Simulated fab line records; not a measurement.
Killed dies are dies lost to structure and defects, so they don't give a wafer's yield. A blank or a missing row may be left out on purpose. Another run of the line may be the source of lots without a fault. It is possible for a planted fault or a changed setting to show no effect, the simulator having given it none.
Chamber matching | flow n5-finfet | 4 sister chambers for N5_FIN_CUT_STRIP_24 on rie-diel-05
The step strips in CF4. 4 wafers are shown with their chamber, then 7 later ones without.

## WAFERS PAIRED WITH THEIR CHAMBERS
wafer  | chamber | showerhead-plenum-p-Torr (Torr)
L078.4 | 1       | 1.81
L082.2 | 0       | 1.76
L089.2 | 2       | 1.82
L089.3 | 3       | 1.70

## WAFERS WHOSE CHAMBER IS MISSING
wafer  | showerhead-plenum-p-Torr (Torr)
L089.6 | 1.70
L095.2 | 1.75
L095.3 | 1.80
L095.5 | 1.75
L096.1 | 1.82
L096.2 | 1.80
L096.3 | 1.75

## THE CHAMBER EACH PASSED THROUGH
wafer  | from the rows above     | in truth
L089.6 | 3                       | 3
L095.2 | 0                       | 0
L095.3 | can't be placed: 1 or 2 | 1
L095.5 | 0                       | 0
L096.1 | can't be placed: 2 or 1 | 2
L096.2 | can't be placed: 1 or 2 | 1
L096.3 | 0                       | 0
Correctly placed: 4 of 7. From these rows, 3 cannot be placed; in 3 the true chamber is one of the candidates. Placed wrongly: 0.
How it was worked out, from the rows above alone: a wafer's distance from a chamber is the root of the sum, over the readings, of the square of ((its reading less the chamber's mean) divided by the reading's scatter). If the next closest chamber is less than 2 further off than the closest, the wafer can't be placed; otherwise it belongs to the closest. A chamber's mean is the mean of its shown wafers. The scatter (one wafer shown for each chamber): square how far every hidden wafer sits from the nearest shown wafer, average those squares and take the square root.
